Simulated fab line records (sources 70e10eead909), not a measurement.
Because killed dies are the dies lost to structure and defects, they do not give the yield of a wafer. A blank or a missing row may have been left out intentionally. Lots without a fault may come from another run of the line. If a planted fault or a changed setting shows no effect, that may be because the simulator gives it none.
Struck lot and sound lot, side by side || flow nand_harc || 14 steps out of a route of 1302
Sound: the wafers L381.2, L381.3, L381.6. Struck: wafer L379.1. (L379.2, L379.3 of the same lot were not struck and are left out.) The cause comes at the end.
For every step that has rows: the tool of each side, followed by ch and its chambers, followed by its first start. Under that, the readings that differ: sound wafers || struck wafers || difference of the means || sigmas: that difference in standard deviations of wafers without a fault.
alike: readings whose means differ by less than 2 such deviations, and words and numbers that are the same on both sides. not compared: withheld readings, readings that some wafer has no value for, bounds like >300 that may hide the same value, and numbers for which the record gives no deviation and whose values overlap.
A row with sigmas, a row that says differs or no value, or rows on one side alone: a step with any of these is where the two part. Numbers that don't overlap but have no deviation are shown without sigmas and don't part them. A reading that every wafer of one side lacks parts them only if that side has two wafers or more.

first, 6 steps without rows for these wafers: NHARC_A_BLC_COAT_04 (resist thk 90 nm); NHARC_A_BLC_SOFTBAKE_05 (time 55 s); NHARC_A_BLC_EBR_06; NHARC_A_BLC_EXPOSE_07 (exposes mask A BLC, target cd 100 nm); NHARC_A_BLC_PEB_08 (peb time 65 s); NHARC_A_BLC_DEVELOP_09 (develop time 35 s).
NHARC_A_BLC_CD_MEAS_10: the cd target is 100 nm.
  sound on cd_sem-01 ch 0, day 30 21:43; struck on cd_sem-01 ch 0, day 30 05:42
  alike: cd_nm
NHARC_A_BLC_OVL_MEAS_11:
  sound: overlay-01 at day 30 21:47; struck: overlay-02 at day 30 05:47
  alike: overlay_x_nm, overlay_y_nm
NHARC_A_BLC_INSPECT_12:
  sound: defect_inspect-01 at day 30 21:50; struck: defect_inspect-02 at day 30 05:49
  alike: raw_defect_count
NHARC_A_BLC_DESCUM_15: chemistry O2, time 3 s.
  sound on rie_diel-13 ch 0,2,3, day 30 21:54; struck on rie_diel-07 ch 1, day 30 05:53
{"reading": "throttle_valve_pct (%)", "sound": "11.302 11.317 11.314", "struck": 11.331, "difference": "+0.020", "sigmas": "+2"}
  alike: drypump_motor_current_A, oes_product_au, rf_vpp_V, showerhead_plenum_p_Torr
  not compared: rf_hours_counter_h
NHARC_A_BLC_ETCH_16: etches the open film in CF4, target depth 39 nm, time 65 s.
  sound on rie_diel-13 ch 0,1,3, day 30 21:59; struck on rie_diel-07 ch 3, day 30 05:58
  alike: drypump_motor_current_A, oes_product_au, rf_vpp_V, showerhead_plenum_p_Torr, throttle_valve_pct
  not compared: rf_hours_counter_h
NHARC_A_BLC_ETCH_17: etches the open film in N2/H2, target depth 390 nm, time 609.38 s.
  sound on rie_diel-13 ch 0,2,3; struck on rie_diel-07 ch 2
  alike: drypump_motor_current_A, oes_product_au, rf_vpp_V, showerhead_plenum_p_Torr, throttle_valve_pct
  not compared: rf_hours_counter_h
NHARC_A_BLC_ETCH_18: etches the open film in C4F8/O2/Ar, target depth 910 nm.
  sound on rie_diel-13 ch 0,3, day 30 22:31; struck on rie_diel-07 ch 1, day 30 06:29
{"reading": "oes_product_au (a.u.)", "sound": "0.976 0.967 0.973", "struck": 1.159, "difference": "+0.187", "sigmas": "+10"}
  alike: rf_vpp_V
  not compared: rf_hours_counter_h
NHARC_A_BLC_CD_MEAS_19:
  sound: cd_sem-03 at day 30 22:52; struck: cd_sem-02 at day 30 06:51
  alike: cd_nm

WHERE THEY PART
Earliest at NHARC_A_BLC_DESCUM_15; latest, in this record, at NHARC_A_BLC_ETCH_18. Later steps at which nothing parts them and some readings are alike: NHARC_A_BLC_CD_MEAS_19.

WHY: whatever the simulator had introduced
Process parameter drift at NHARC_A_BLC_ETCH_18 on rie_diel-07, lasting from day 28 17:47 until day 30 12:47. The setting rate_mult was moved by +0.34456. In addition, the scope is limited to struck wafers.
